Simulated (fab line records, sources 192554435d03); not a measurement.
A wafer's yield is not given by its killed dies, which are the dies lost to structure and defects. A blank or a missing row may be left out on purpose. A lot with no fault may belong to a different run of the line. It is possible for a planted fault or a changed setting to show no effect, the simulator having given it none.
fab line records + flow n5Finfet
record:
- lots: 5
- wafers: 15
- lastDay: 18
route steps=1938 shown FIN_SAQP@130 BEOL_M4@1111 PASSIVATION@1936
lots with no fault: from the same line, run without faults
startH: hours from the record's first day to the start of the lot's first wafer shown + waitH: hours since the lot's step before + " repeats the value in the row above + L1.1+2: a single row standing in for several wafers + - value missing, or start not given + * or withheld: withheld + < > ~ a bound
route shown NAME@n: NAME is a module with steps in the file, n the number in the route of the first one + usual: the fault-free wafers' mean and standard deviation + same: alike in all rows + chamber/n: place in a boat + sites: each site's reading + _std_site: the standard deviation of these + _edge_site: mean of outer sites minus mean of inner sites + radiusMm: how far each site lies from the wafer's centre + mask NAME#n: copy n + behind: the most recent tool/chamber to have shaped the wafer + hold: what put the lot on hold/how long, in hours/how the hold closed + device: transistor that didn't switch, given as n, p or np + end of line: the tests these same wafers got at the end of their route + for a step that has no rows: nothing shown but its recipe + killed: not the wafer's yield, but the dies lost to structure and defects at the first sort + map: shows each die of a wafer: x if killed, . if not, _ if none is there
set.NAME: the setting as run; set.NAME@STEP: as run at that earlier step + model.NAME: the simulator's own value behind a step, which no gauge read
a table for each step, a row for each wafer; lots at some steps of the route
services: the hour from which a tool's chamber was out of use, counted from the record's first day as startH (under 0 if before that day), plus the number of hours and why
== steps ==
step: N5_FIN_SAQP_ETCH_65
recipe:
- chemistry: CF4
- target: SiO2
- targetDepthA: 40
- ionEnergyEv: 350
- timeS: 4.4
- pressureMtorr: 10
- icpW: 800
- biasW: 400
- cf4FlowSccm: 80
usual:
- drypumpMotorCurrentA: 5.7/0.4
- heBacksideLeakSccm: 2.70/0.28
- oesProductAu: 1.021/0.025
- throttleValvePct: 21.68/0.29
| lot.wafer | tool     | chamber | startH | waitH | drypumpMotorCurrentA | heBacksideLeakSccm | oesProductAu | rfHoursCounterH | throttleValvePct |
|-----------|----------|---------|--------|-------|----------------------|--------------------|--------------|-----------------|------------------|
| L591.2    | rieSi-05 | 2       | 24.46  | 0.1   | 6.1                  | 3.12               | 0.984        | 80              | 22.01            |
| L591.4    | "        | 1       | "      | "     | 5.6                  | 2.41               | 1.058        | 42              | 21.80            |
| L591.6    | "        | 2       | "      | "     | 6.0                  | 3.06               | 0.985        | -               | 22.02            |
| L592.1    | rieSi-02 | 0       | 29.97  | 0.1   | 5.9                  | 2.48               | 1.034        | 14              | 21.06            |
| L592.2    | "        | 2       | "      | "     | 5.9                  | 2.68               | 0.998        | 54              | 21.81            |
| L592.5    | "        | 3       | "      | "     | 5.4                  | 2.58               | 1.042        | -               | 21.42            |
| L598.1    | rieSi-02 | 0       | 74.79  | 0.1   | 5.9                  | 2.54               | 1.033        | 15              | 21.07            |
| L598.3    | "        | 3       | "      | "     | 5.4                  | 2.50               | 1.040        | 44              | 21.41            |
| L598.6    | "        | 3       | "      | "     | 5.4                  | 2.55               | 1.030        | -               | 21.40            |
| L610.1    | rieSi-03 | 1       | 139.20 | 0.1   | 5.8                  | 2.51               | 1.001        | 55              | 21.99            |
| L610.2    | "        | 2       | "      | "     | 6.4                  | 2.89               | 0.990        | 21              | 21.88            |
| L610.6    | "        | 1       | "      | "     | 5.8                  | 2.28               | 1.001        | -               | 22.01            |
| L614.2    | rieSi-02 | 3       | 165.04 | 0.1   | 5.4                  | 2.46               | 1.024        | 46              | 21.41            |
| L614.3    | "        | 0       | "      | "     | 5.9                  | 2.23               | 1.043        | 17              | 21.10            |
| L614.6    | "        | 3       | "      | "     | 5.4                  | 2.50               | 1.030        | -               | 21.41            |
step: N5_FIN_SAQP_MANDREL_ETCH_58
recipe:
- chemistry: HBr/Cl2
- target: a-Si
- targetDepthA: 450
- btTimeS: 10
- stopOn: SiNx
- maskMaterial: SiO2
- overEtchFrac: 0.8
- timeS: 27
- pressureMtorr: 10
- icpW: 800
- biasW: 75
- HBr_flow_sccm: 150
- Cl2_flow_sccm: 80
- ends: endPoint
usual:
- drypumpMotorCurrentA: 5.7/0.4
- heBacksideLeakSccm: 2.7/0.42
- oesProductAu: 0.699/0.011
- throttleValvePct: 35.36/0.28
| lot.wafer | tool     | chamber | startH | waitH | drypumpMotorCurrentA | heBacksideLeakSccm | oesProductAu | rfHoursCounterH | throttleValvePct |
|-----------|----------|---------|--------|-------|----------------------|--------------------|--------------|-----------------|------------------|
| L591.2    | rieSi-05 | 2       | 24.50  | 0.0   | 6.1                  | 2.9                | 0.691        | 80              | 35.72            |
| L591.4    | "        | 1       | "      | "     | 5.6                  | 2.3                | 0.720        | 42              | 35.25            |
| L591.6    | "        | 2       | "      | "     | 6.1                  | 3.0                | 0.689        | -               | 35.73            |
| L592.1    | rieSi-02 | 0       | 30.01  | 0.0   | 5.9                  | 2.2                | 0.700        | 14              | 35.06            |
| L592.2    | "        | 2       | "      | "     | 5.9                  | 2.8                | 0.690        | 54              | 35.70            |
| L592.5    | "        | 3       | "      | "     | 5.4                  | 2.5                | 0.712        | -               | 34.92            |
| L598.1    | rieSi-02 | 0       | 74.83  | 0.0   | 6.0                  | 2.4                | 0.707        | 15              | 35.06            |
| L598.3    | "        | 3       | "      | "     | 5.4                  | 2.6                | 0.714        | 44              | 34.95            |
| L598.6    | "        | 3       | "      | "     | 5.4                  | 2.5                | 0.710        | -               | 34.93            |
| L610.1    | rieSi-03 | 1       | 139.23 | 0.0   | 5.8                  | 2.3                | 0.687        | 55              | 35.79            |
| L610.2    | "        | 2       | "      | "     | 6.4                  | 2.8                | 0.695        | 21              | 35.49            |
| L610.6    | "        | 1       | "      | "     | 5.8                  | 2.5                | 0.708        | -               | 35.76            |
| L614.2    | rieSi-02 | 3       | 165.08 | 0.0   | 5.4                  | 2.5                | 0.709        | 46              | 34.96            |
| L614.3    | "        | 0       | "      | "     | 5.9                  | 2.3                | 0.720        | 17              | 35.04            |
| L614.6    | "        | 3       | "      | "     | 5.4                  | 2.5                | 0.721        | -               | 34.93            |
step: N5_FIN_SAQP_RECESS_63
recipe:
- chemistry: HF/NH3
- target: SiO2
- targetDepthA: 180
- afsCycles: 3
- tempC: 30
- sublimationTempC: 180
- sublimationTimeS: 60
usual:
- drypumpMotorCurrentA: 5.9/0.64
| lot.wafer | tool         | chamber | startH | waitH | drypumpMotorCurrentA |
|-----------|--------------|---------|--------|-------|----------------------|
| L591.2    | vaporEtch-01 | 1       | 24.58  | 0.1   | 5.7                  |
| L591.4    | "            | 1       | "      | "     | 5.7                  |
| L591.6    | "            | 1       | "      | "     | 5.7                  |
| L592.1    | vaporEtch-01 | 1       | 30.09  | 0.1   | 5.7                  |
| L592.2    | "            | 0       | "      | "     | 6.1                  |
| L592.5    | "            | 0       | "      | "     | 6.2                  |
| L598.1    | vaporEtch-01 | 0       | 74.91  | 0.1   | 6.1                  |
| L598.3    | "            | 1       | "      | "     | 5.7                  |
| L598.6    | "            | 0       | "      | "     | 6.2                  |
| L610.1    | vaporEtch-02 | 0       | 139.31 | 0.1   | 6.8                  |
| L610.2    | "            | 1       | "      | "     | 4.7                  |
| L610.6    | "            | 1       | "      | "     | 4.7                  |
| L614.2    | vaporEtch-02 | 1       | 165.16 | 0.1   | 4.7                  |
| L614.3    | "            | 0       | "      | "     | 6.8                  |
| L614.6    | "            | 1       | "      | "     | 4.7                  |
step: N5_FIN_SAQP_COAT_68
recipe:
- resist: SOC
- tempC: 250
- timeS: 60
- spinRpm: 1500
- resistThkNm: 100
step: N5_FIN_SAQP_ETCH_69
recipe:
- chemistry: N2/H2
- target: SOC
- targetDepthA: 1500
- stopOn: SiNx
- ionEnergyEv: 100
- biasW: 61
- pressureMtorr: 30
- sourceW: 850
- n2FlowSccm: 200
- h2FlowSccm: 200
step: N5_FIN_SAQP_ETCH_67
recipe:
- chemistry: CH3F/O2
- target: SiNx
- targetDepthA: 300
- maskMaterial: SOC
- pressureMtorr: 30
- sourceW: 395
- biasW: 73
- Ar_flow_sccm: 150
- CH3F_flow_sccm: 30
- O2_flow_sccm: 20
- ionEnergyEv: 120
step: N5_FIN_SAQP_STRIP_70
recipe:
- chemistry: N2/H2
- powerW: 500
- tempC: 40
- pressureMtorr: 50
- rfFrequencyHz: 6e+07
- overashFraction: 0.3
- biasPowerW: 28
- h2Frac: 0.5
- n2FlowSccm: 300
- h2FlowSccm: 300
step: N5_FIN_SAQP_RECESS_71
recipe:
- chemistry: HF/NH3
- target: SiO2
- targetDepthA: 30
- afsCycles: 1
- tempC: 30
- sublimationTempC: 180
- sublimationTimeS: 60
usual:
- drypumpMotorCurrentA: 5.9/0.68
| lot.wafer | tool         | chamber | startH | waitH | drypumpMotorCurrentA |
|-----------|--------------|---------|--------|-------|----------------------|
| L591.2    | vaporEtch-02 | 0       | 25.19  | 0.0   | 6.8                  |
| L591.4    | "            | 0       | "      | "     | 6.8                  |
| L591.6    | "            | 0       | "      | "     | 6.8                  |
| L592.1    | vaporEtch-02 | 1       | 30.91  | 0.0   | 4.7                  |
| L592.2    | "            | 0       | "      | "     | 6.8                  |
| L592.5    | "            | 1       | "      | "     | 4.7                  |
| L598.1    | vaporEtch-02 | 1       | 75.52  | 0.0   | 4.7                  |
| L598.3    | "            | 1       | "      | "     | 4.7                  |
| L598.6    | "            | 1       | "      | "     | 4.7                  |
| L610.1    | vaporEtch-01 | 1       | 139.96 | 0.0   | 5.7                  |
| L610.2    | "            | 0       | "      | "     | 6.2                  |
| L610.6    | "            | 1       | "      | "     | 5.7                  |
| L614.2    | vaporEtch-02 | 1       | 165.92 | 0.0   | 4.7                  |
| L614.3    | "            | 1       | "      | "     | 4.7                  |
| L614.6    | "            | 0       | "      | "     | 6.8                  |
step: N5_FIN_SAQP_SPACER2_ALD_28
recipe:
- material: SiO2
- targetThkA: 81
- tempC: 300
- aldPrecursorFamily: BDEAS
- aldCoReactant: O2-plasma
- pulseTimeS: 1
- purgeTimeS: 2
- coReactantPurgeTimeS: 2
- pressureTorr: 2
step: N5_FIN_SAQP_SPACER2_ETCHBACK_29
recipe:
- chemistry: CHF3/O2
- mode: anisotropicEtchback
- target: SiO2
- targetDepthA: 122
- timeS: 6.1
- pressureMtorr: 30
- sourceW: 650
- biasW: 170
- Ar_flow_sccm: 200
- CHF3_flow_sccm: 50
- O2_flow_sccm: 5
- ionEnergyEv: 200
step: N5_FIN_SAQP_MANDREL2_REMOVE_60
recipe:
- chemistry: HBr/Cl2/O2
- btTimeS: 10
- target: a-Si
- stopOn: SiNx
- endpoint: OES-SiCl
- overEtchFrac: 1
- icpW: 600
- biasW: 22
- HBr_flow_sccm: 150
- Cl2_flow_sccm: 80
- O2_flow_sccm: 5
- pressureMtorr: 10
usual:
- drypumpMotorCurrentA: 5.8/0.43
- heBacksideLeakSccm: 2.72/0.3
- oes_o_777_au: 1.05/0.055
- oesProductAu: 1.004/0.02
- throttleValvePct: 36.5/0.31
| lot.wafer | tool     | chamber | startH | waitH | drypumpMotorCurrentA | heBacksideLeakSccm | oes_o_777_au | oesProductAu | rfHoursCounterH | throttleValvePct |
|-----------|----------|---------|--------|-------|----------------------|--------------------|--------------|--------------|-----------------|------------------|
| L591.2    | rieSi-05 | 3       | 26.11  | 0.1   | 5.0                  | 2.71               | 1.09         | 1.005        | 73              | 36.5             |
| L591.4    | "        | 0       | "      | "     | 5.5                  | 2.99               | 0.97         | 1.023        | 168             | 36.5             |
| L591.6    | "        | 0       | "      | "     | 5.5                  | 2.98               | 0.98         | 1.021        | -               | 36.5             |
| L592.1    | rieSi-02 | 2       | 31.50  | 0.1   | 5.9                  | 2.88               | 1.08         | 0.983        | 54              | 36.9             |
| L592.2    | "        | 3       | "      | "     | 5.4                  | 2.64               | 1.10         | 1.023        | 43              | 36.0             |
| L592.5    | "        | 0       | "      | "     | 5.9                  | 2.51               | 1.05         | 1.031        | -               | 36.2             |
| L598.1    | rieSi-02 | 1       | 76.07  | 0.1   | 6.0                  | 3.06               | 1.09         | 0.986        | 22              | 36.7             |
| L598.3    | "        | 3       | "      | "     | 5.4                  | 2.57               | 1.10         | 1.013        | 44              | 36.0             |
| L598.6    | "        | 3       | "      | "     | 5.4                  | 2.62               | 1.10         | 1.014        | -               | 36.1             |
| L610.1    | rieSi-02 | 3       | 140.52 | 0.1   | 5.4                  | 2.61               | 1.10         | 1.027        | 46              | 36.1             |
| L610.2    | "        | 0       | "      | "     | 5.9                  | 2.39               | 1.05         | 1.034        | 16              | 36.2             |
| L610.6    | "        | 0       | "      | "     | 5.9                  | 2.47               | 1.05         | 1.029        | -               | 36.2             |
| L614.2    | rieSi-05 | 1       | 166.66 | 0.1   | 5.6                  | 2.32               | 1.12         | 1.042        | 45              | 36.4             |
| L614.3    | "        | 0       | "      | "     | 5.5                  | 3.11               | 0.98         | 1.021        | 170             | 36.5             |
| L614.6    | "        | 1       | "      | "     | 5.6                  | 2.43               | 1.11         | 1.043        | -               | 36.4             |
step: N5_FIN_SAQP_CD_MEAS_31
recipe:
- targetCdNm: 8
- landingEnergyEv: 1000
- detector: seInlens
- polarity: line
usual:
- cdNm: 8.08/0.25
| lot.wafer | tool     | chamber | startH | waitH | cdNm |
|-----------|----------|---------|--------|-------|------|
| L591.2    | cdSem-03 | 0       | 26.22  | 0.1   | 8.18 |
| L591.4    | "        | 0       | "      | "     | 8.12 |
| L591.6    | "        | 0       | "      | "     | 8.12 |
| L592.1    | cdSem-01 | 0       | 31.61  | 0.1   | 8.22 |
| L592.2    | "        | 0       | "      | "     | 8.21 |
| L592.5    | "        | 0       | "      | "     | 7.74 |
| L598.1    | cdSem-02 | 0       | 76.18  | 0.1   | 8.16 |
| L598.3    | "        | 0       | "      | "     | 8.02 |
| L598.6    | "        | 0       | "      | "     | 8.12 |
| L610.1    | cdSem-03 | 0       | 140.64 | 0.1   | 7.64 |
| L610.2    | "        | 0       | "      | "     | 7.73 |
| L610.6    | "        | 0       | "      | "     | 8.03 |
| L614.2    | cdSem-01 | 0       | 166.78 | 0.1   | 8.08 |
| L614.3    | "        | 0       | "      | "     | 8.70 |
| L614.6    | "        | 0       | "      | "     | 7.92 |
step: N5_FIN_SAQP_HM_OPEN_33
recipe:
- chemistry: CH3F/O2
- target: SiNx
- maskMaterial: SiO2
- targetDepthA: 494
- timeS: 70.6
- pressureMtorr: 30
- sourceW: 395
- biasW: 73
- Ar_flow_sccm: 150
- CH3F_flow_sccm: 30
- O2_flow_sccm: 20
- ionEnergyEv: 120
- ends: cleared
usual:
- drypumpMotorCurrentA: 5.7/0.3
- etchRfOnTimeS: 67.6/1.6
- oes_o_777_au: 0.80/0.095
- oesProductAu: 0.68/0.08
- rfVppV: 296/5.5
- showerheadPlenumPTorr: 2.00/0.07
- throttleValvePct: 16.41/0.26
| lot.wafer | tool       | chamber | startH | waitH | drypumpMotorCurrentA | etchRfOnTimeS | oes_o_777_au | oesProductAu | rfHoursCounterH | rfVppV | showerheadPlenumPTorr | throttleValvePct |
|-----------|------------|---------|--------|-------|----------------------|---------------|--------------|--------------|-----------------|--------|-----------------------|------------------|
| L591.2    | rieDiel-03 | 2       | 26.38  | 0.2   | 5.7                  | 66.7          | 0.77         | 0.67         | 121             | 289    | 1.93                  | 16.25            |
| L591.4    | "          | 0       | "      | "     | 5.5                  | 65.0          | 0.75         | 0.65         | 140             | 305    | 2.08                  | 16.62            |
| L591.6    | "          | 2       | "      | "     | 5.7                  | 66.2          | 0.78         | 0.68         | -               | 288    | 1.93                  | 16.27            |
| L592.1    | rieDiel-03 | 1       | 31.66  | 0.0   | 5.4                  | 65.3          | 0.76         | 0.65         | 165             | 299    | 1.92                  | 16.53            |
| L592.2    | "          | 2       | "      | "     | 5.7                  | 67.8          | 0.78         | 0.67         | 124             | 288    | 1.93                  | 16.26            |
| L592.5    | "          | 3       | "      | "     | 5.6                  | 66.9          | 0.97         | 0.81         | -               | 293    | 2.06                  | 16.16            |
| L598.1    | rieDiel-05 | 0       | 76.39  | 0.2   | 5.8                  | 66.8          | 0.76         | 0.66         | 153             | 297    | 1.97                  | 16.17            |
| L598.3    | "          | 3       | "      | "     | 5.3                  | 80.0          | 0.68         | 0.53         | 238             | 299    | 1.96                  | 16.90            |
| L598.6    | "          | 0       | "      | "     | 5.8                  | 68.4          | 0.76         | 0.66         | -               | 295    | 1.97                  | 16.16            |
| L610.1    | rieDiel-01 | 0       | 140.87 | 0.2   | 6.2                  | 66.1          | 0.83         | 0.70         | 103             | 296    | 2.03                  | 16.47            |
| L610.2    | "          | 1       | "      | "     | 5.9                  | 68.2          | 0.83         | 0.70         | 89              | 304    | 2.10                  | 16.15            |
| L610.6    | "          | 1       | "      | "     | 5.9                  | 69.3          | 0.82         | 0.69         | -               | 302    | 2.10                  | 16.15            |
| L614.2    | rieDiel-03 | 1       | 166.82 | 0.0   | 5.4                  | 66.2          | 0.73         | 0.62         | 211             | 299    | 1.90                  | 16.63            |
| L614.3    | "          | 2       | "      | "     | 5.7                  | 67.8          | 0.75         | 0.65         | 163             | 289    | 1.92                  | 16.33            |
| L614.6    | "          | 3       | "      | "     | 5.6                  | 67.4          | 0.88         | 0.72         | -               | 290    | 2.04                  | 16.25            |
step: N5_FIN_SAQP_ETCH_34
recipe:
- chemistry: C4F6/O2
- target: SiO2
- targetDepthA: 450
- timeS: 15
- ionEnergyEv: 250
- pressureMtorr: 30
- sourceW: 345
- biasW: 185
- Ar_flow_sccm: 300
- C4F6_flow_sccm: 10
- O2_flow_sccm: 10
- ends: cleared
step: N5_BEOL_M4_RC_MEAS_101
usual:
- DIBL_N: 35.4/2.1
- DIBL_P: 34.8/2.6
- IOFF_N: 0.15/0.037
- IOFF_P: 0.19/0.037
- ION_N: 677/16
- ION_P: 462/9.3
- SS_N: 71.4/0.75
- SS_P: 72.9/0.77
- VT_N: 250/3.7
- VT_P: -251/3.5
| lot.wafer | tool      | chamber | startH | waitH | DIBL_N[mV/V] | DIBL_P[mV/V] | IOFF_N[nA/um] | IOFF_P[nA/um] | ION_N[uA/um] | ION_P[uA/um] | SS_N[mV/dec] | SS_P[mV/dec] | VT_N[mV] | VT_P[mV] |
|-----------|-----------|---------|--------|-------|--------------|--------------|---------------|---------------|--------------|--------------|--------------|--------------|----------|----------|
| L592.1    | prober-02 | 0       | 183.59 | 0.0   | 31.6         | 28.4         | 0.09          | 0.16          | 664          | 473          | 70.1         | 72.4         | 255      | -252     |
| L592.2    | "         | 0       | "      | "     | 35.5         | 33.2         | 0.14          | 0.21          | 680          | 470          | 71.0         | 72.9         | 250      | -249     |
| L592.5    | "         | 0       | "      | "     | 34.3         | 31.4         | 0.13          | 0.18          | 680          | 463          | 70.9         | 72.7         | 248      | -249     |
| L591.2    | prober-01 | 0       | 183.64 | 0.2   | 35.6         | 34.7         | 0.15          | 0.15          | 657          | 443          | 71.1         | 72.8         | 250      | -256     |
| L591.4    | "         | 0       | "      | "     | 37.5         | 38.6         | 0.18          | 0.20          | 690          | 464          | 71.5         | 73.8         | 250      | -254     |
| L591.6    | "         | 0       | "      | "     | 35.6         | 34.8         | 0.14          | 0.14          | 680          | 450          | 70.7         | 72.5         | 251      | -256     |
| L598.1    | prober-01 | 0       | 226.83 | 0.5   | 35.7         | 34.1         | 0.15          | 0.19          | 686          | 465          | 70.6         | 72.4         | 248      | -251     |
| L598.3    | "         | 0       | "      | "     | 40.9         | 40.4         | 0.25          | 0.29          | 703          | 473          | 71.5         | 75.2         | 244      | -246     |
| L598.6    | "         | 0       | "      | "     | 33.8         | 31.5         | 0.12          | 0.15          | 681          | 463          | 70.1         | 72.3         | 252      | -254     |
| L610.1    | prober-01 | 0       | 286.34 | 0.0   | 35.6         | 35.4         | 0.15          | 0.19          | 678          | 460          | 72.1         | 72.7         | 250      | -251     |
| L610.2    | "         | 0       | "      | "     | 34.9         | 35.1         | 0.15          | 0.18          | 677          | 463          | 71.4         | 72.9         | 250      | -250     |
| L610.6    | "         | 0       | "      | "     | 34.7         | 34.9         | 0.14          | 0.19          | 680          | 466          | 71.5         | 73.0         | 248      | -251     |
| L614.2    | prober-02 | 0       | 326.19 | 0.2   | 36.8         | 37.0         | 0.18          | 0.19          | 703          | 462          | 72.1         | 73.5         | 248      | -252     |
| L614.3    | "         | 0       | "      | "     | 34.6         | 36.3         | 0.15          | 0.20          | 689          | 468          | 71.3         | 72.6         | 247      | -252     |
| L614.6    | "         | 0       | "      | "     | 33.5         | 32.9         | 0.12          | 0.15          | 680          | 463          | 71.7         | 72.2         | 251      | -256     |
step: N5_PASSIVATION_PROBE_49
usual:
- defectLimitedYield: 90.5/1.7
- killed_at_M0_to_M3: 37/12
- killed_at_M4_up: 14/5.2
- killedAtContacts: 12/5.9
- killedAtFrontEnd: 45/14
- killedAtOther: 3.5/2.8
- killedDies: 112/21
- killedOpen: 73/15
- killedShort: 36/8.9
- sort_bin_5_function: 5.6/1.2
- sort_bin_6_memory: 3.5/0.68
- sort_bin_8_speed: 0.01/0.1
- sortNPass: 1068/21
- sortYieldPct: 90.5/1.8
same:
- grossDies: 1180
- killedAtBackSide: 0
- sort_bin_4_leakage[%]: 0
| lot.wafer | tool      | chamber | startH | waitH | defectLimitedYield[%] | killed_at_M0_to_M3 | killed_at_M4_up | killedAtContacts | killedAtFrontEnd | killedAtOther | killedDies | killedOpen | killedShort | sort_bin_5_function[%] | sort_bin_6_memory[%] | sort_bin_8_speed[%] | sortNPass | sortYieldPct[%] |
|-----------|-----------|---------|--------|-------|-----------------------|--------------------|-----------------|------------------|------------------|---------------|------------|------------|-------------|------------------------|----------------------|---------------------|-----------|-----------------|
| L591.2    | prober-01 | -       | 294.46 | 0.1   | 88.5                  | 48                 | 12              | 16               | 55               | 5             | 136        | 93         | 41          | 7.2                    | 4.0                  | 0.08                | 1043      | 88.4            |
| L591.4    | prober-01 | -       | 294.56 | 0.2   | 89.7                  | 36                 | 13              | 34               | 29               | 10            | 122        | 87         | 33          | 6.3                    | 3.7                  | 0                   | 1058      | 89.7            |
| L591.6    | prober-01 | -       | 294.66 | 0.3   | 89.6                  | 39                 | 10              | 17               | 49               | 8             | 123        | 99         | 23          | 5.8                    | 4.3                  | 0                   | 1057      | 89.6            |
| L598.1    | prober-02 | -       | 336.62 | 0.0   | 90.2                  | 32                 | 19              | 19               | 46               | 0             | 116        | 85         | 29          | 4.9                    | 4.5                  | 0                   | 1064      | 90.2            |
| L598.3    | prober-02 | -       | 336.72 | 0.1   | 89.5                  | 41                 | 9               | 18               | 54               | 2             | 124        | 86         | 36          | 6.8                    | 3.5                  | 0                   | 1056      | 89.5            |
| L598.6    | prober-02 | -       | 336.87 | 0.3   | 91.4                  | 30                 | 12              | 12               | 46               | 2             | 102        | 70         | 28          | 4.9                    | 3.4                  | 0                   | 1078      | 91.4            |
| L610.1    | prober-02 | -       | 396.43 | 0.0   | 88.7                  | 68                 | 13              | 13               | 35               | 4             | 133        | 76         | 55          | 6.4                    | 4.4                  | 0                   | 1047      | 88.7            |
| L610.2    | prober-02 | -       | 396.48 | 0.1   | 91.4                  | 44                 | 17              | 12               | 25               | 4             | 102        | 79         | 19          | 5.4                    | 3.1                  | 0                   | 1078      | 91.4            |
| L610.6    | prober-02 | -       | 396.68 | 0.3   | 89.7                  | 39                 | 15              | 6                | 54               | 7             | 121        | 75         | 43          | 6.0                    | 3.7                  | 0                   | 1059      | 89.7            |
| L614.2    | prober-01 | -       | 438.10 | 0.1   | 92.5                  | 38                 | 13              | 6                | 26               | 6             | 89         | 63         | 26          | 3.7                    | 3.4                  | 0                   | 1091      | 92.5            |
| L614.3    | prober-01 | -       | 438.15 | 0.1   | 90.8                  | 24                 | 17              | 11               | 49               | 7             | 108        | 75         | 32          | 5.1                    | 3.6                  | 0                   | 1072      | 90.8            |
| L614.6    | prober-01 | -       | 438.30 | 0.3   | 90.3                  | 48                 | 21              | 12               | 34               | 0             | 115        | 72         | 40          | 4.8                    | 4.5                  | 0                   | 1065      | 90.3            |
killed by level:class
L591.2 FIN_SAQP:geometricParticle:open=14 STI_FIN_REVEAL:geometricParticle:open=14 BEOL_M2:geometricParticle:open=13 MOL_CONTACT_COAG:geometricParticle:open=12 BEOL_M0_SAQP:geometricParticle:short=12 BEOL_M3:geometricParticle:open=7 DUMMY_GATE:geometricParticle:open=5 BEOL_M8:geometricParticle:open=5
L591.4 MOL_CONTACT_COAG:geometricParticle:open=26 BEOL_M0_SAQP:geometricParticle:open=14 BEOL_M0_SAQP:geometricParticle:short=9 DUMMY_GATE:geometricParticle:open=7 MOL_CONTACT_COAG:geometricParticle:short=7 BEOL_M3:geometricParticle:open=7 BEOL_M4:geometricParticle:open=6 FIN_SAQP:geometricParticle:open=5
L591.6 STI_FIN_REVEAL:geometricParticle:open=27 MOL_CONTACT_COAG:geometricParticle:open=16 DUMMY_GATE:geometricParticle:open=8 BEOL_M2:geometricParticle:open=8 BEOL_M3:geometricParticle:open=8 BEOL_M0_SAQP:geometricParticle:short=7 BEOL_M0_SAQP:geometricParticle:open=5 BEOL_M0:geometricParticle:open=5
L598.1 MOL_CONTACT_COAG:geometricParticle:open=16 FIN_SAQP:geometricParticle:open=13 STI_FIN_REVEAL:geometricParticle:open=10 BEOL_M4:geometricParticle:open=10 BEOL_M1:geometricParticle:short=8 BEOL_M0:geometricParticle:open=6 BEOL_M1:geometricParticle:open=6 BEOL_M2:geometricParticle:open=4
L598.3 MOL_CONTACT_COAG:geometricParticle:open=17 FIN_SAQP:geometricParticle:open=14 STI_FIN_REVEAL:geometricParticle:open=14 BEOL_M0_SAQP:geometricParticle:short=11 BEOL_M0_SAQP:geometricParticle:open=10 FIN_SAQP:geometricParticle:short=9 BEOL_M2:geometricParticle:open=7 BEOL_M3:geometricParticle:open=6
L598.6 FIN_SAQP:geometricParticle:open=22 MOL_CONTACT_COAG:geometricParticle:open=12 BEOL_M3:geometricParticle:open=8 FIN_SAQP:geometricParticle:short=6 BEOL_M2:geometricParticle:open=6 BEOL_M0_SAQP:geometricParticle:short=6 STARTING-WAFER:geometricParticle:short=4 ILD0:geometricParticle:short=3
L610.1 BEOL_M0_SAQP:geometricParticle:short=19 BEOL_M0_SAQP:geometricParticle:open=15 FIN_SAQP:geometricParticle:short=9 MOL_CONTACT_COAG:geometricParticle:open=8 BEOL_M0:geometricParticle:open=7 BEOL_M3:geometricParticle:open=7 STI_FIN_REVEAL:geometricParticle:open=6 BEOL_M1:geometricParticle:open=6
L610.2 BEOL_M3:geometricParticle:open=13 BEOL_M0_SAQP:geometricParticle:open=12 MOL_CONTACT_COAG:geometricParticle:open=10 BEOL_M4:geometricParticle:open=7 BEOL_M0_SAQP:geometricParticle:short=7 STI_FIN_REVEAL:geometricParticle:open=6 DUMMY_GATE:geometricParticle:open=6 BEOL_M1:geometricParticle:open=5
L610.6 STI_FIN_REVEAL:geometricParticle:open=14 BEOL_M0_SAQP:geometricParticle:short=13 FIN_SAQP:geometricParticle:open=11 FIN_SAQP:geometricParticle:short=8 MOL_CONTACT_COAG:geometricParticle:open=6 BEOL_M3:geometricParticle:open=6 BEOL_M1:geometricParticle:open=6 DUMMY_GATE:geometricParticle:open=5
L614.2 BEOL_M0:geometricParticle:open=8 BEOL_M2:geometricParticle:open=7 BEOL_M3:geometricParticle:open=6 STI_FIN_REVEAL:geometricParticle:open=5 MOL_CONTACT_COAG:geometricParticle:open=5 ILD0:geometricParticle:open=4 BEOL_M0_SAQP:geometricParticle:short=4 BEOL_M0_SAQP:geometricParticle:open=4
L614.3 STI_FIN_REVEAL:geometricParticle:open=12 MOL_CONTACT_COAG:geometricParticle:open=8 BEOL_M3:geometricParticle:open=8 BEOL_M4:geometricParticle:open=7 FIN_SAQP:geometricParticle:short=5 FIN_SAQP:geometricParticle:open=5 DUMMY_GATE:geometricParticle:open=5 BEOL_M0_SAQP:geometricParticle:open=5
L614.6 STI_FIN_REVEAL:geometricParticle:open=9 BEOL_M0_SAQP:geometricParticle:open=9 BEOL_M0:geometricParticle:open=9 BEOL_M4:geometricParticle:open=9 MOL_CONTACT_COAG:geometricParticle:open=8 BEOL_M1:geometricParticle:open=8 BEOL_M1:geometricParticle:short=7 FIN_SAQP:geometricParticle:short=6
== services ==
| tool         | chamber | startH | hours | kind                        |
|--------------|---------|--------|-------|-----------------------------|
| rieDiel-03   | 2       | 17.48  | 1.4   | repair                      |
| rieSi-02     | -       | 17.58  | 0.6   | repair                      |
| rieDiel-03   | -       | 33.78  | 0.2   | repair                      |
| rieDiel-03   | 1       | 52.70  | 4.1   | repair                      |
| rieDiel-03   | 2       | 60.98  | 1.8   | repair                      |
| vaporEtch-01 | -       | 66.64  | 0.8   | repair                      |
| rieDiel-01   | -       | 87.14  | 1.0   | repair                      |
| rieDiel-05   | 2       | 88.44  | -     | clean                       |
| rieDiel-05   | 2       | 88.44  | -     | consumableReplace:focusRing |
| rieDiel-05   | 2       | 88.44  | 17.2  | scheduledDown               |
| rieDiel-05   | 2       | 88.44  | 17.2  | ventCycle                   |
| vaporEtch-02 | -       | 104.60 | 29.9  | repair                      |
| rieDiel-05   | 3       | 109.75 | -     | clean                       |
| rieDiel-05   | 3       | 109.75 | -     | consumableReplace:focusRing |
| rieDiel-05   | 3       | 109.75 | 20.4  | scheduledDown               |
| rieDiel-05   | 3       | 109.75 | 20.4  | ventCycle                   |
| rieDiel-01   | 2       | 134.57 | -     | clean                       |
| rieDiel-01   | 2       | 134.57 | -     | consumableReplace:esc       |
| rieDiel-01   | 2       | 134.57 | -     | consumableReplace:focusRing |
| rieDiel-01   | -       | 141.22 | 1.0   | repair                      |
| rieDiel-05   | -       | 143.37 | 14.6  | pm                          |
| rieSi-03     | 0       | 145.19 | 2.3   | repair                      |
| rieDiel-03   | 3       | 149.91 | 2.5   | repair                      |
| rieSi-05     | 2       | 163.94 | 6.1   | repair                      |
== key ==
firstSign:
- step: N5_FIN_SAQP_HM_OPEN_33
- reading: etchRfOnTimeS
- direction: up
- sigmas: 7.6
- usual: *
- struck: *
effect none on later readings
metAt N5_FIN_SAQP_HM_OPEN_33
struckWafers L598.3
fault:
- kind: processParameterDrift
- tool: rieDiel-05
- chamber: 3
- onsetH: 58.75
- steps: N5_FIN_SAQP_HM_OPEN_33
- channel: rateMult
- offset: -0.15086
- shape: step
- endH: 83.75
